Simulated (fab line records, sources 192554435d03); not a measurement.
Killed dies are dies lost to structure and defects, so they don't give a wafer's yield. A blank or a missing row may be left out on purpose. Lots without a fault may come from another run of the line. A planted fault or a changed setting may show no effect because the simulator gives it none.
fab line records | flow n5_finfet | part 1 of 2: steps 1 to 25 of 32
record lots=5 wafers=15 last_day=16
route steps=1938 shown BEOL_M11@1543
lots that met no fault: from a run of the same line without faults
start_h: hours from the record's first day to the start of the lot's first wafer shown | wait_h: hours since the lot's step before | " the same as in the row above | L1.1+2: a row that stands for several wafers | - no value, or no start given | * or withheld: withheld | < > ~ a bound
route shown NAME@n: a module of which the file shows steps, and the number in the route of the first | usual: mean/standard deviation of fault-free wafers | same: alike in all rows | chamber/n: place in a boat | sites: the reading at each site | _std_site: their standard deviation | _edge_site: outer sites' mean less inner sites' | radius_mm: how far each site lies from the wafer's centre | mask NAME#n: copy n | behind: the tool/chamber that last shaped the wafer | hold: why the lot was held/for how many hours/how that ended | device: the transistor (n, p or np) that didn't switch | end of line: the same wafers' tests at the end of the route | a step without rows: its recipe alone | killed: dies lost to structure and defects at the first sort, not the wafer's yield | map: a wafer's dies, x killed, . not, _ none there
set.NAME: the setting as run; set.NAME@STEP: as run at that earlier step | model.NAME: the simulator's own value behind a step, which no gauge read
lots at some steps of the route; a table a step, a row a wafer
services: from which hour (start_h, from the record's first day; less than 0 if before it) a tool's chamber was out of use, for how many hours, and why
## steps
# step N5_BEOL_M11_COAT_05
# recipe resist=CAR-ArF spin_rpm=1500 resist_thk_nm=90
# columns lot.wafer tool chamber start_h wait_h
L077.1+4+5 litho_track-03 0 - -
L081.1+2+6 litho_track-03 0 - -
L084.1+3+6 litho_track-05 0 - -
L089.1+2+6 litho_track-03 0 - -
L093.1+2+6 litho_track-02 0 - -
# step N5_BEOL_M11_EBR_07
# recipe solvent=PGMEA ebr_width_mm=1.5
# columns lot.wafer tool chamber start_h wait_h
L077.1+4+5 litho_track-03 0 - -
L081.1+2+6 litho_track-03 0 - -
L084.1+3+6 litho_track-05 0 - -
L089.1+2+6 litho_track-03 0 - -
L093.1+2+6 litho_track-02 0 - -
# step N5_BEOL_M11_SOFTBAKE_06
# recipe temp_c=110 time_s=60 resist=CAR-ArF
# usual plate_temp_C=109.98/0.14
# columns lot.wafer tool chamber start_h wait_h plate_temp_C
L077.1 litho_track-03 0 - - 109.74
L077.4 " 0 " " 109.93
L077.5 " 0 " " 109.83
L081.1 litho_track-03 0 - - 110.24
L081.2 " 0 " " 110.16
L081.6 " 0 " " 110.04
L084.1 litho_track-05 0 - - 110.02
L084.3 " 0 " " 110.05
L084.6 " 0 " " 110.07
L089.1 litho_track-03 0 - - 109.86
L089.2 " 0 " " 110.03
L089.6 " 0 " " 109.96
L093.1 litho_track-02 0 - - 109.93
L093.2 " 0 " " 110.08
L093.6 " 0 " " 109.91
# step N5_BEOL_M11_EXPOSE_08
# recipe mask_id=M11 na=1.35 source_shape=dipole sigma_inner=0.411 sigma_outer=0.611 polarization=te dose_mj=53.75
# columns lot.wafer tool chamber start_h wait_h mask
L077.1+4+5 arfi_scanner-02 0 259.28 - M11#0
L081.1+2+6 arfi_scanner-03 0 266.66 - M11#0
L084.1+3+6 arfi_scanner-01 0 293.47 - M11#0
L089.1+2+6 arfi_scanner-01 0 332.82 - M11#0
L093.1+2+6 arfi_scanner-01 0 336.91 - M11#0
# step N5_BEOL_M11_PEB_09
# recipe peb_temp_c=withheld peb_time_s=60 resist=CAR-ArF
# columns lot.wafer tool chamber start_h wait_h
L077.1+4+5 litho_track-03 0 259.34 0.1
L081.1+2+6 litho_track-05 0 266.72 0.1
L084.1+3+6 litho_track-02 0 293.53 0.1
L089.1+2+6 litho_track-02 0 332.88 0.1
L093.1+2+6 litho_track-03 0 336.97 0.1
# step N5_BEOL_M11_DEVELOP_10
# recipe develop_time_s=30 developer=TMAH resist=CAR-ArF rinse_liquid=diw dry=air_spin dev_temp_c=23
# columns lot.wafer tool chamber start_h wait_h
L077.1+4+5 litho_track-03 0 - -
L081.1+2+6 litho_track-05 0 - -
L084.1+3+6 litho_track-02 0 - -
L089.1+2+6 litho_track-02 0 - -
L093.1+2+6 litho_track-03 0 - -
# step N5_BEOL_M11_CD_MEAS_11
# recipe target_cd_nm=64.1 landing_energy_ev=500 detector=se_inlens polarity=opening
# usual cd_nm=64.4/0.55
# columns lot.wafer tool chamber start_h wait_h cd_nm
L077.1 cd_sem-01 0 259.40 - 64.8
L077.4 " 0 " " 65.1
L077.5 " 0 " " 65.5
L081.1 cd_sem-01 0 266.78 - 64.8
L081.2 " 0 " " 64.8
L081.6 " 0 " " 65.0
L084.1 cd_sem-03 0 293.60 - 64.3
L084.3 " 0 " " 63.8
L084.6 " 0 " " 64.0
L089.1 cd_sem-01 0 332.95 - 63.8
L089.2 " 0 " " 64.7
L089.6 " 0 " " 63.6
L093.1 cd_sem-01 0 337.04 - 65.3
L093.2 " 0 " " 65.0
L093.6 " 0 " " 64.6
# step N5_BEOL_M11_OVL_MEAS_12
# recipe points_per_wafer=44
# usual M11_OVL=0.0/0.74
# columns lot.wafer tool chamber start_h wait_h M11_OVL[nm]
L077.1 overlay-02 0 259.44 0.0 0.3
L077.4 " 0 " " 0.7
L077.5 " 0 " " 0.9
L081.1 overlay-02 0 266.81 0.0 -0.4
L081.2 " 0 " " 1.2
L081.6 " 0 " " -0.3
L084.1 overlay-02 0 293.63 0.0 -0.8
L084.3 " 0 " " -0.3
L084.6 " 0 " " -0.1
L089.1 overlay-02 0 332.98 0.0 -0.3
L089.2 " 0 " " 0.2
L089.6 " 0 " " 0.3
L093.1 overlay-02 0 337.07 0.0 -1.8
L093.2 " 0 " " 0.2
L093.6 " 0 " " -1.3
# step N5_BEOL_M11_INSPECT_13
# recipe mode=adi inspect_instrument=brightfield
# usual raw_defect_count=365/76
# columns lot.wafer tool chamber start_h wait_h raw_defect_count
L077.1 defect_inspect-02 - 259.46 0.0 338
L077.4 " - " " 390
L077.5 " - " " 401
L081.1 defect_inspect-01 - 266.84 0.0 377
L081.2 " - " " 322
L081.6 " - " " 437
L084.1 defect_inspect-01 - 293.65 0.0 398
L084.3 " - " " 314
L084.6 " - " " 445
L089.1 defect_inspect-01 - 333.00 0.0 372
L089.2 " - " " 360
L089.6 " - " " 485
L093.1 defect_inspect-01 - 337.09 0.0 345
L093.2 " - " " 288
L093.6 " - " " 238
# step N5_BEOL_M11_DESCUM_16
# recipe chemistry=O2 time_s=7.9 source_power_w=50 bias_power_w=20 pressure_mtorr=20 rf_frequency_hz=2.712e+07 temp_c=40 resist=CAR-ArF o2_flow_sccm=225
# usual drypump_motor_current_A=5.8/0.51 oes_product_au=0.79/0.08 rf_vpp_V=243.1/1.4 showerhead_plenum_p_Torr=2.09/0.068 throttle_valve_pct=20.5/0.32
# columns lot.wafer tool chamber start_h wait_h drypump_motor_current_A oes_product_au rf_hours_counter_h rf_vpp_V showerhead_plenum_p_Torr throttle_valve_pct
L077.1 rie_diel-04 3 259.49 0.0 5.4 0.94 10 243.4 2.12 19.8
L077.4 " 1 " " 5.6 0.76 - 242.9 2.11 20.5
L077.5 " 3 " " 5.4 0.94 - 243.1 2.12 19.8
L081.1 rie_diel-01 2 266.87 0.0 5.3 0.90 39 241.5 2.04 20.4
L081.2 " 0 " " 6.7 0.84 80 244.3 2.21 20.4
L081.6 " 0 " " 6.7 0.85 - 244.1 2.21 20.4
L084.1 rie_diel-05 2 293.68 0.0 5.2 0.72 205 243.6 2.07 20.3
L084.3 " 0 " " 5.7 0.76 137 245.6 2.19 20.2
L084.6 " 1 " " 5.8 0.72 - 241.0 1.99 20.8
L089.1 rie_diel-05 0 333.26 0.3 5.7 0.75 144 244.3 2.18 20.2
L089.2 " 3 " " 6.3 0.76 145 243.0 2.09 20.8
L089.6 " 2 " " 5.2 0.72 - 242.8 2.06 20.3
L093.1 rie_diel-05 2 337.12 0.0 5.2 0.72 217 242.9 2.06 20.3
L093.2 " 3 " " 6.3 0.76 147 243.8 2.09 20.8
L093.6 " 2 " " 5.2 0.72 - 243.1 2.06 20.3
# step N5_BEOL_M11_ETCH_61
# recipe chemistry=CF4 target=SiARC target_depth_a=390 mask_material=CAR-ArF time_s=65 ion_energy_ev=80 pressure_mtorr=40 source_w=545 bias_w=36 Ar_flow_sccm=100 cf4_flow_sccm=100 ends=cleared
# usual drypump_motor_current_A=5.8/0.51 etch_rf_on_time_s=64.9/1.6 oes_product_au=0.67/0.071 rf_vpp_V=183.9/1.1 showerhead_plenum_p_Torr=2.14/0.064 throttle_valve_pct=15.6/0.31
# columns lot.wafer tool chamber start_h wait_h drypump_motor_current_A etch_rf_on_time_s oes_product_au rf_hours_counter_h rf_vpp_V showerhead_plenum_p_Torr throttle_valve_pct
L077.1 rie_diel-04 3 259.53 0.0 5.4 63.1 0.81 10 184.0 2.19 15.1
L077.4 " 1 " " 5.6 65.6 0.64 - 184.9 2.14 15.6
L077.5 " 3 " " 5.4 63.1 0.81 - 184.3 2.19 15.1
L081.1 rie_diel-01 2 266.91 0.0 5.3 65.2 0.76 39 183.2 2.09 15.5
L081.2 " 0 " " 6.7 66.1 0.70 80 186.8 2.24 15.5
L081.6 " 0 " " 6.8 65.7 0.71 - 186.9 2.24 15.5
L084.1 rie_diel-05 2 293.72 0.0 5.2 64.7 0.62 205 184.1 2.13 15.6
L084.3 " 0 " " 5.7 65.5 0.63 137 184.2 2.25 15.5
L084.6 " 1 " " 5.8 67.1 0.61 - 181.9 2.04 15.9
L089.1 rie_diel-05 0 333.30 0.0 5.7 65.5 0.64 144 184.4 2.24 15.5
L089.2 " 3 " " 6.3 64.3 0.66 145 182.9 2.16 16.1
L089.6 " 2 " " 5.2 65.0 0.61 - 185.2 2.13 15.6
L093.1 rie_diel-05 2 337.16 0.0 5.2 65.0 0.60 217 185.4 2.12 15.6
L093.2 " 3 " " 6.3 65.1 0.65 147 184.4 2.16 16.1
L093.6 " 2 " " 5.1 65.5 0.60 - 183.5 2.12 15.6
# step N5_BEOL_M11_ETCH_62
# recipe chemistry=N2/H2 target=SOC target_depth_a=1100 overetch_a=220 mask_material=SiARC temp_c=40 time_s=165 ion_energy_ev=200 pressure_mtorr=30 source_w=840 bias_w=150 n2_flow_sccm=200 h2_flow_sccm=200
# usual drypump_motor_current_A=5.8/0.51 oes_product_au=0.67/0.064 rf_vpp_V=523.6/2.4 showerhead_plenum_p_Torr=2.54/0.084 throttle_valve_pct=17.90/0.3
# columns lot.wafer tool chamber start_h wait_h drypump_motor_current_A oes_product_au rf_hours_counter_h rf_vpp_V showerhead_plenum_p_Torr throttle_valve_pct
L077.1 rie_diel-04 3 259.58 0.0 5.4 0.80 10 525.3 2.60 17.36
L077.4 " 1 " " 5.6 0.64 - 523.7 2.56 18.05
L077.5 " 3 " " 5.4 0.79 - 524.5 2.60 17.36
L081.1 rie_diel-01 2 266.96 0.0 5.4 0.75 39 523.0 2.47 17.73
L081.2 " 0 " " 6.7 0.70 80 527.4 2.70 17.85
L081.6 " 0 " " 6.7 0.71 - 527.6 2.70 17.83
L084.1 rie_diel-05 2 293.77 0.0 5.2 0.61 205 522.7 2.53 17.82
L084.3 " 0 " " 5.7 0.64 137 526.4 2.66 17.64
L084.6 " 1 " " 5.8 0.61 - 519.9 2.42 18.18
L089.1 rie_diel-05 0 333.35 0.0 5.7 0.63 144 527.5 2.66 17.64
L089.2 " 3 " " 6.2 0.65 145 523.5 2.53 18.21
L089.6 " 2 " " 5.2 0.60 - 524.9 2.52 17.85
L093.1 rie_diel-05 2 337.21 0.0 5.2 0.60 217 521.5 2.52 17.84
L093.2 " 3 " " 6.3 0.65 147 523.8 2.53 18.24
L093.6 " 2 " " 5.2 0.61 - 522.0 2.52 17.85
# step N5_BEOL_M11_STRIP_68
# recipe chemistry=N2/H2 temp_c=40 n2_flow_sccm=200 h2_flow_sccm=200 rf_frequency_hz=6e+07
# columns lot.wafer tool chamber start_h wait_h
L077.1+4+5 rie_diel-04 3,1,3 259.71 0.1
L081.1+2+6 rie_diel-01 2,0,0 267.09 0.1
L084.1+3+6 rie_diel-05 2,0,1 293.91 0.1
L089.1+2+6 rie_diel-05 0,3,2 333.48 0.1
L093.1+2+6 rie_diel-05 2,3,2 337.35 0.1
# step N5_BEOL_M11_STRIP_67
# recipe chemistry=CF4 resist=SiARC power_w=300 bias_power_w=75 pressure_mtorr=50 cf4_flow_sccm=150 rf_frequency_hz=6e+07
# usual drypump_motor_current_A=5.8/0.51 oes_product_au=0.78/0.076 rf_vpp_V=271.1/1.4 showerhead_plenum_p_Torr=1.79/0.058 throttle_valve_pct=13.59/0.29
# columns lot.wafer tool chamber start_h wait_h drypump_motor_current_A oes_product_au rf_hours_counter_h rf_vpp_V showerhead_plenum_p_Torr throttle_valve_pct
L077.1 rie_diel-04 3 259.72 0.0 5.4 0.93 10 271.2 1.84 13.11
L077.4 " 1 " " 5.6 0.75 - 270.6 1.79 13.53
L077.5 " 3 " " 5.4 0.93 - 271.8 1.84 13.10
L081.1 rie_diel-01 2 267.10 0.0 5.3 0.88 39 268.2 1.74 13.34
L081.2 " 0 " " 6.7 0.83 80 274.0 1.88 13.45
L081.6 " 0 " " 6.7 0.82 - 272.9 1.88 13.46
L084.1 rie_diel-05 2 293.92 0.0 5.2 0.72 205 270.5 1.78 13.55
L084.3 " 0 " " 5.7 0.76 137 274.1 1.89 13.48
L084.6 " 1 " " 5.7 0.73 - 270.3 1.70 13.80
L089.1 rie_diel-05 0 333.49 0.0 5.6 0.76 144 273.8 1.89 13.50
L089.2 " 3 " " 6.3 0.76 145 270.7 1.81 14.04
L089.6 " 2 " " 5.2 0.72 - 269.6 1.78 13.58
L093.1 rie_diel-05 2 337.36 0.0 5.2 0.71 217 269.5 1.78 13.59
L093.2 " 3 " " 6.3 0.76 147 271.0 1.81 14.03
L093.6 " 2 " " 5.2 0.70 - 270.1 1.78 13.58
# step N5_BEOL_M11_HM_OPEN_17
# recipe chemistry=Cl2/BCl3 target_depth_a=200 overetch_a=60 target=TiN mask_material=SOC ion_energy_ev=150 pressure_mtorr=10 icp_w=1000 bias_w=126 Cl2_flow_sccm=53.25 bcl3_flow_sccm=21.75 Ar_flow_sccm=25
# usual drypump_motor_current_A=5.64/0.23 oes_product_au=0.66/0.085 throttle_valve_pct=22.15/0.15
# columns lot.wafer tool chamber start_h wait_h drypump_motor_current_A oes_product_au rf_hours_counter_h throttle_valve_pct
L077.1 rie_metal-02 0 259.77 0.0 5.56 0.66 42 22.19
L077.4 " 1 " " 5.52 0.52 - 22.03
L077.5 " 0 " " 5.56 0.65 - 22.20
L081.1 rie_metal-03 0 267.14 0.0 5.74 0.63 63 22.14
L081.2 " 1 " " 5.10 0.64 44 22.19
L081.6 " 0 " " 5.74 0.62 - 22.13
L084.1 rie_metal-03 1 293.96 0.0 5.13 0.64 47 22.18
L084.3 " 0 " " 5.74 0.62 - 22.16
L084.6 " 1 " " 5.12 0.64 - 22.16
L089.1 rie_metal-01 0 333.53 0.0 6.02 0.57 84 22.25
L089.2 " 1 " " 5.64 0.75 7 22.28
L089.6 " 1 " " 5.63 0.75 - 22.29
L093.1 rie_metal-01 0 337.40 0.0 6.00 0.57 85 22.23
L093.2 " 1 " " 5.68 0.74 8 22.29
L093.6 " 0 " " 6.01 0.58 - 22.24
# step N5_BEOL_M11_STRIP_19
# recipe chemistry=O2 power_w=400 temp_c=40 pressure_mtorr=30 rf_frequency_hz=6e+07 bias_power_w=0 overash_fraction=0.2 o2_flow_sccm=225
# usual drypump_motor_current_A=5.8/0.54 oes_product_au=0.80/0.068 rf_vpp_V=3.7/0.56 showerhead_plenum_p_Torr=2.10/0.064 throttle_valve_pct=16.68/0.26
# columns lot.wafer tool chamber start_h wait_h drypump_motor_current_A oes_product_au rf_hours_counter_h rf_vpp_V showerhead_plenum_p_Torr throttle_valve_pct
L077.1 rie_diel-01 2 259.93 0.1 5.4 0.89 36 2.8 2.05 16.60
L077.4 " 3 " " 5.2 0.84 71 3.3 2.13 16.86
L077.5 " 2 " " 5.4 0.88 - 3.2 2.05 16.58
L081.1 rie_diel-04 2 267.26 0.1 6.4 0.72 167 4.2 1.99 16.96
L081.2 " 0 " " 6.5 0.99 1 3.8 2.14 16.42
L081.6 " 2 " " 6.4 0.72 - 3.1 1.99 16.95
L084.1 rie_diel-05 3 294.07 0.1 6.3 0.77 132 4.2 2.10 17.04
L084.3 " 2 " " 5.2 0.72 205 3.6 2.07 16.57
L084.6 " 3 " " 6.3 0.77 - 4.0 2.10 17.05
L089.1 rie_diel-05 3 333.76 0.2 6.3 0.76 145 4.0 2.09 17.05
L089.2 " 1 " " 5.8 0.71 200 3.0 1.99 16.99
L089.6 " 3 " " 6.3 0.76 - 3.7 2.09 17.07
L093.1 rie_diel-04 1 337.51 0.1 5.6 0.74 167 2.5 2.10 16.78
L093.2 " 0 " " 6.5 0.92 22 3.9 2.13 16.47
L093.6 " 2 " " 6.4 0.70 - 3.9 1.98 17.01
# step N5_BEOL_M11_CD_MEAS_18
# recipe pitch_nm=140 target_cd_nm=70
# usual cd_nm=70.2/0.62
# columns lot.wafer tool chamber start_h wait_h cd_nm
L077.1 cd_sem-02 - 260.00 0.0 70.4
L077.4 " - " " 71.1
L077.5 " - " " 71.0
L081.1 cd_sem-03 - 267.32 0.0 71.0
L081.2 " - " " 70.9
L081.6 " - " " 71.3
L084.1 cd_sem-03 - 294.14 0.0 70.2
L084.3 " - " " 69.4
L084.6 " - " " 69.8
L089.1 cd_sem-03 - 333.83 0.0 69.4
L089.2 " - " " 70.9
L089.6 " - " " 69.5
L093.1 cd_sem-02 - 337.58 0.0 70.8
L093.2 " - " " 70.1
L093.6 " - " " 70.1
# step N5_BEOL_M11_COAT_63
# recipe resist=SOC temp_c=250 time_s=60 spin_rpm=1500 resist_thk_nm=100
# usual plate_temp_C=249.98/0.17
# columns lot.wafer tool chamber start_h wait_h plate_temp_C
L077.1 litho_track-02 0 260.03 0.0 250.06
L077.4 " 0 " " 249.68
L077.5 " 0 " " 249.79
L081.1 litho_track-02 0 267.37 0.0 249.85
L081.2 " 0 " " 249.96
L081.6 " 0 " " 249.71
L084.1 litho_track-02 0 294.22 0.1 250.27
L084.3 " 0 " " 250.11
L084.6 " 0 " " 250.31
L089.1 litho_track-05 0 333.87 0.0 249.95
L089.2 " 0 " " 249.90
L089.6 " 0 " " 249.86
L093.1 litho_track-05 0 339.49 1.9 249.89
L093.2 " 0 " " 250.23
L093.6 " 0 " " 249.95
# step N5_BEOL_M11_COAT_64
# recipe resist=SiARC temp_c=220 time_s=60 spin_rpm=1500 resist_thk_nm=30
# usual plate_temp_C=219.98/0.16
# columns lot.wafer tool chamber start_h wait_h plate_temp_C
L077.1 litho_track-02 0 - - 219.98
L077.4 " 0 " " 219.85
L077.5 " 0 " " 219.96
L081.1 litho_track-02 0 - - 220.29
L081.2 " 0 " " 219.89
L081.6 " 0 " " 220.13
L084.1 litho_track-02 0 - - 219.86
L084.3 " 0 " " 219.82
L084.6 " 0 " " 220.01
L089.1 litho_track-05 0 - - 219.96
L089.2 " 0 " " 219.91
L089.6 " 0 " " 220.11
L093.1 litho_track-05 0 - - 219.90
L093.2 " 0 " " 220.12
L093.6 " 0 " " 220.11
# step N5_BEOL_M11_COAT_22
# recipe resist=CAR-ArF spin_rpm=1500 resist_thk_nm=90
# columns lot.wafer tool chamber start_h wait_h
L077.1+4+5 litho_track-02 0 - -
L081.1+2+6 litho_track-02 0 - -
L084.1+3+6 litho_track-02 0 - -
L089.1+2+6 litho_track-05 0 - -
L093.1+2+6 litho_track-05 0 - -
# step N5_BEOL_M11_EBR_24
# recipe solvent=PGMEA ebr_width_mm=1.5
# columns lot.wafer tool chamber start_h wait_h
L077.1+4+5 litho_track-02 0 - -
L081.1+2+6 litho_track-02 0 - -
L084.1+3+6 litho_track-02 0 - -
L089.1+2+6 litho_track-05 0 - -
L093.1+2+6 litho_track-05 0 - -
# step N5_BEOL_M11_SOFTBAKE_23
# recipe temp_c=110 time_s=60 resist=CAR-ArF
# usual plate_temp_C=110.01/0.14
# columns lot.wafer tool chamber start_h wait_h plate_temp_C
L077.1 litho_track-02 0 - - 109.80
L077.4 " 0 " " 109.77
L077.5 " 0 " " 110.06
L081.1 litho_track-02 0 - - 109.71
L081.2 " 0 " " 109.96
L081.6 " 0 " " 109.85
L084.1 litho_track-02 0 - - 109.82
L084.3 " 0 " " 109.89
L084.6 " 0 " " 110.07
L089.1 litho_track-05 0 - - 110.16
L089.2 " 0 " " 109.96
L089.6 " 0 " " 110.00
L093.1 litho_track-05 0 - - 110.08
L093.2 " 0 " " 110.05
L093.6 " 0 " " 110.23
# step N5_BEOL_M11_EXPOSE_25
# recipe mask_id=V10 na=1.35 source_shape=annular sigma_inner=0.5 sigma_outer=0.8 polarization=unpolarized dose_mj=85.5
# columns lot.wafer tool chamber start_h wait_h mask
L077.1+4+5 arfi_scanner-01 0 260.15 - V10#0
L081.1+2+6 arfi_scanner-02 0 267.62 - V10#0
L084.1+3+6 arfi_scanner-02 0 294.47 - V10#0
L089.1+2+6 arfi_scanner-02 0 334.11 - V10#0
L093.1+2+6 arfi_scanner-03 0 339.73 - V10#0
# step N5_BEOL_M11_PEB_26
# recipe peb_temp_c=withheld peb_time_s=60 resist=CAR-ArF
# columns lot.wafer tool chamber start_h wait_h
L077.1+4+5 litho_track-05 0 260.21 0.1
L081.1+2+6 litho_track-02 0 267.68 0.1
L084.1+3+6 litho_track-02 0 294.53 0.1
L089.1+2+6 litho_track-05 0 334.17 0.1
L093.1+2+6 litho_track-05 0 339.80 0.1
# step N5_BEOL_M11_DEVELOP_27
# recipe develop_time_s=30 developer=TMAH resist=CAR-ArF rinse_liquid=diw dry=air_spin dev_temp_c=23
# columns lot.wafer tool chamber start_h wait_h
L077.1+4+5 litho_track-05 0 - -
L081.1+2+6 litho_track-02 0 - -
L084.1+3+6 litho_track-02 0 - -
L089.1+2+6 litho_track-05 0 - -
L093.1+2+6 litho_track-05 0 - -
